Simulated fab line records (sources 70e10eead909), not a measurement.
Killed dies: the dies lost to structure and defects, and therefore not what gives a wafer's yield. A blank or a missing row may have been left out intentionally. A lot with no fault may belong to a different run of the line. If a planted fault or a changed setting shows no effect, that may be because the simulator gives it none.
Matching of chambers	flow nand harc	4 sister chambers for NHARC_A_STAIRCASE_DESCUM_270 on rie diel-04
The step chemistry O2, time 3 s. 14 wafers are shown with their chamber, then 7 later ones without.

WAFERS PAIRED WITH THEIR CHAMBERS
wafer	chamber	drypump motor current A (A)	showerhead plenum p Torr (Torr)	rf vpp V (V)
L074.3	2	5.1	1.81	56.9
L074.4	0	5.6	1.84	58.6
L074.6	1	5.9	1.88	56.9
L082.1	3	6.1	1.93	58.1
L082.2	2	5.1	1.81	57.6
L082.4	1	5.9	1.87	57.6
L087.1	3	6.2	1.93	58.6
L087.2	0	5.6	1.83	58.4
L087.5	1	5.9	1.87	56.2
L090.3	1	5.9	1.86	57.8
L090.4	2	5.2	1.80	56.3
L090.5	0	5.7	1.82	57.3
L092.1	2	5.1	1.80	58.0
L092.3	0	5.7	1.82	56.9

SIGNATURES (means of the wafers above)
reading	chamber 0	chamber 1	chamber 2	chamber 3	scatter within a chamber
drypump motor current A	5.650	5.900	5.125	6.150	0.0474
showerhead plenum p Torr	1.8275	1.8700	1.8050	1.9300	0.00758
rf vpp V	57.800	57.125	57.200	58.350	0.74
Rule: a wafer's distance from a chamber is the root of the sum, over the readings, of the square of ((its reading less the chamber's mean) divided by the reading's scatter). If the next closest chamber is less than 2 further off than the closest, the wafer can't be placed; otherwise it belongs to the closest. The scatter: the root of (the sum of the squares of (reading less its chamber's mean) over the shown wafers, divided by (wafers less chambers)).

WAFERS WHOSE CHAMBER IS MISSING
wafer	drypump motor current A (A)	showerhead plenum p Torr (Torr)	rf vpp V (V)
L092.6	5.8	1.86	56.9
L095.2	5.6	1.82	58.5
L095.3	6.2	1.92	58.8
L095.4	5.1	1.79	57.1
L097.1	5.9	1.85	58.9
L097.5	5.1	1.79	57.8
L097.6	5.8	1.85	56.2

EACH ONE'S CHAMBER
wafer	from the rows above	in truth
L092.6	1	1
L095.2	0	0
L095.3	3	3
L095.4	2	2
L097.1	1	1
L097.5	2	2
L097.6	can't be placed: 1 or 0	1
Placed correctly: 6 of 7. Unplaceable from these rows: 1, with the true chamber sitting among the candidates in 1. Wrongly placed: 0.
